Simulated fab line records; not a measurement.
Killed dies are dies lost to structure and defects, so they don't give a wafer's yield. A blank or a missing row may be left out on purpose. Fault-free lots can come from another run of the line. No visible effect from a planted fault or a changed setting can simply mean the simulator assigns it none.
Split-lot study | flow n5Finfet | 21 wafers read across 7 lots, on a route 1938 steps long

== ON THE SPLIT ==
At N5_BEOL_M13_ETCH_59 (etches BARC in N2/H2, target depth 89 nm, overetch 26.7 nm, time 67.9 s), the setting timeS was moved away from the recipe's 67.9 s on 6 of the 21 wafers read, by -14.5% to +17.0%. For the rest of the wafers, this setting stayed at what the recipe calls for.

Reading taken at the split's own step.

== THE READING ==
coat_of_BEOL_M13_COAT_04.thkNm (the simulator's own value, which no gauge read), in nm, at N5_BEOL_M13_ETCH_59 (etches BARC in N2/H2, target depth 89 nm, overetch 26.7 nm, time 67.9 s). The file gives no usual value for it. Across the 15 wafers here that went through the recipe, the average is 317.0 nm and the standard deviation 1.9 nm.

wafer  | tool, chamber at the split | timeS as run, s | against the recipe | coat_of_BEOL_M13_COAT_04.thkNm, nm | against lot-mates on the recipe
L074.2 | rieDiel-05, 2              | 63.46           | -6.5%              | 323.8                              | +6.4
L074.4 | rieDiel-05, 1              | 67.9            | recipe             | 317.4                              | -
L074.6 | rieDiel-05, 0              | 63.46           | -6.5%              | 322                                | +4.6
L077.1 | rieDiel-05, 2              | 67.9            | recipe             | 316.4                              | -
L077.4 | rieDiel-05, 1              | 67.9            | recipe             | 314.2                              | -
L077.6 | rieDiel-05, 0              | 67.9            | recipe             | 314                                | -
L078.1 | rieDiel-03, 3              | 58.03           | -14.5%             | 329.6                              | +11.2
L078.2 | rieDiel-03, 2              | 58.03           | -14.5%             | 326.8                              | +8.4
L078.4 | rieDiel-03, 1              | 67.9            | recipe             | 318.4                              | -
L083.2 | rieDiel-05, 1              | 67.9            | recipe             | 314.2                              | -
L083.5 | rieDiel-05, 2              | 67.9            | recipe             | 317.8                              | -
L083.6 | rieDiel-05, 1              | 62.3            | -8.2%              | 322                                | +6.0
L082.1 | rieDiel-05, 3,1            | 67.9            | recipe             | 318.2                              | -
L082.3 | rieDiel-05, 3,1            | 67.9            | recipe             | 318.2                              | -
L082.2 | rieDiel-05, 2              | 67.9            | recipe             | 321                                | -
L087.1 | rieDiel-03, 2              | 67.9            | recipe             | 319                                | -
L087.2 | rieDiel-03, 1              | 79.47           | +17.0%             | 308.2                              | -9.9
L087.4 | rieDiel-03, 0              | 67.9            | recipe             | 317.2                              | -
L093.1 | rieDiel-01, 2              | 67.9            | recipe             | 316.6                              | -
L093.3 | rieDiel-01, 3              | 67.9            | recipe             | 315.6                              | -
L093.5 | rieDiel-01, 1              | 67.9            | recipe             | 317                                | -
If several chambers appear in one row, that row covers several wafers at once and the file leaves open which wafer was in which chamber.

FIT RESULTS
A straight line over all 21 wafers: coat_of_BEOL_M13_COAT_04.thkNm changes by -0.67 nm for each +1% of timeS; r = -0.91; the points scatter about the line by 1.9 nm.
The same after taking each lot's own level away (the mean of its wafers on the recipe; 21 wafers): -0.655 nm for each +1%; r = -0.96; scatter 1.2 nm.
The reading moves by 11 nm for the largest change in timeS, on that fit.
The span of the lots' own levels, 314.87 to 319.13 nm, comes to 2.3 times the standard deviation stated above.
The two slopes are in agreement: the lot-to-lot level therefore moves the slope only a little.
Check: -11.8 nm against its lot-mates is what the line predicts for one of the wafers moved furthest among these (+17.0%) when that wafer is left out of the fit. It came out at -9.9 nm against them.

== THESE WAFERS: OTHER SPLITS ==
Before the reading, these wafers also passed through other splits. Each is held against what the fit with the lots' levels taken away leaves over:
other split on the same wafers    | wafers away from the commonest value | r with coat_of_BEOL_M13_COAT_04.thkNm (lot level and that fit taken away)
N5_BEOL_M8_TRENCH_ETCH_37 sourceW | 8                                    | -0.18
N5_BEOL_M9_ETCH_62 sourceW        | 6                                    | -0.06
N5_BEOL_M9_EXPOSE_25 doseMj       | 7                                    | +0.23
N5_BEOL_M10_VIA_ETCH_34 biasW     | 9                                    | -0.15
N5_BEOL_M11_COAT_63 spinRpm       | 4                                    | +0.06
N5_BEOL_M11_COAT_64 spinRpm       | 11                                   | +0.41

== THE FILE'S OWN FIT ==
coat_of_BEOL_M13_COAT_04.thkNm changes by -0.648 nm for each +1% of timeS, r = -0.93.
